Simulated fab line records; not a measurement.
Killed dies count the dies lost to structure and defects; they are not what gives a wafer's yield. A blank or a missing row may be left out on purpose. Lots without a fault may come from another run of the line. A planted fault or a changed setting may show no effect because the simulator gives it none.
A struck lot beside a sound one	flow nand harc	32 out of 1302 route steps
Sound: the wafers L383.2, L383.5, L383.6. The struck wafers were L394.1, L394.3, L394.4. Last of all comes the cause.
Each step with rows lists, per side, the tool, then ch with its chambers, then its first start. Under that, the readings that differ: sound wafers	struck wafers	difference of the means	sigmas: that difference in standard deviations of wafers without a fault.
alike: readings with means less than 2 such deviations apart, plus words and numbers identical on both sides. not compared: withheld readings, readings lacking a value on some wafer, bounds such as >300 that could conceal the same value, and numbers that have no deviation in the record and whose values overlap.
The two part at a step that has a row with sigmas, a row that says differs or no value, or rows on one side only. Numbers that don't overlap but have no deviation are shown without sigmas and don't part them. Lack of a reading on every wafer of one side parts them only where that side has two or more wafers.

first, 8 steps without rows for these wafers: NHARC_P_M1_DESCUM_14 (chemistry O2, time 3 s); NHARC_P_M1_ETCH_35 (etches the open film in N2/H2, target depth 40 nm, overetch 12 nm, time 43.94 s); NHARC_P_M1_ETCH_15 (etches the open film in C4F8/Ar, target depth 182.5 nm, time 91.2 s); NHARC_P_M1_STRIP_18 (strips in N2/H2); NHARC_P_M1_ETCH_28 (etches the open film in CF4/N2, target depth 30 nm, time 72.99 s); NHARC_P_M1_STRIP_19 (strips in post etch residue remover, time 600 s); NHARC_P_M1_DEGAS_29 (time 60 s); NHARC_P_M1_PRE_CLEAN_30 (time 30 s).
NHARC_P_M1_PVD_20: deposits TaN, target thk 5 nm, time 8.06 s.
  struck on pvd sputter-03, day 13 01:25; sound on pvd sputter-02, day 8 12:10
  alike: substrate temp c, throttle valve pct
then, 22 steps without rows for these wafers: NHARC_P_M1_PVD_21 (deposits Cu, target thk 30 nm, time 20.49 s); NHARC_P_M1_ECD_22 (material Cu, target thk 400 nm); NHARC_P_M1_ANNEAL_31 (time 90 s); NHARC_P_M1_CMP_23 (polishes, t overpolish 20 s, target thk 157.82 nm); NHARC_P_M1_SRD_25; NHARC_P_M1_PRE_CLEAN_32 (time 12 s); NHARC_P_M1_DEP_33 (deposits SiCN, target thk 30 nm); NHARC_P_M2_DEP_00 (deposits SiOC, target thk 182.5 nm); NHARC_P_M2_DEHYDRATE_01 (time 120 s); NHARC_P_M2_HMDS_02 (time 30 s); NHARC_P_M2_COAT_34 (time 65 s); NHARC_P_M2_COAT_03 (resist thk 90 nm); NHARC_P_M2_SOFTBAKE_04 (time 55 s); NHARC_P_M2_EBR_05; NHARC_P_M2_EXPOSE_06 (exposes mask P M2, target cd 170 nm); NHARC_P_M2_PEB_07 (peb time 65 s); NHARC_P_M2_DEVELOP_08 (develop time 35 s); NHARC_P_M2_DESCUM_14 (chemistry O2, time 3 s); NHARC_P_M2_ETCH_35 (etches the open film in N2/H2, target depth 40 nm, overetch 12 nm, time 43.94 s); NHARC_P_M2_ETCH_15 (etches the open film in C4F8/Ar, target depth 182.5 nm, time 91.2 s); NHARC_P_M2_STRIP_18 (strips in N2/H2); NHARC_P_M2_ETCH_28 (etches the open film in CF4/N2, target depth 30 nm, time 72.99 s).
-- jump in the record: it breaks off in module P_M2 and resumes in module END (first step shown: number 1302 of the route), and 18 days separate the struck wafers' starts before and after --
NHARC_END_SORT_01:
  sound on prober-02 ch 0, day 26 10:13; struck on prober-02 ch 0, day 31 01:38
reading	sound	struck	difference	sigmas
defect limited yield (%)	94.8 95.0 93.4	78.6 80.8 78.6	-15.1	-6
killed at periphery	8 7 16	85 79 74	+69	+22
killed dies	35 34 45	145 130 145	+102	+6
  alike: killed at array, killed at other, killed open, killed short

== WHERE THEY PART ==
At NHARC_END_SORT_01 and nowhere else, as far as this record goes.

WHY: what had been put in by the simulator
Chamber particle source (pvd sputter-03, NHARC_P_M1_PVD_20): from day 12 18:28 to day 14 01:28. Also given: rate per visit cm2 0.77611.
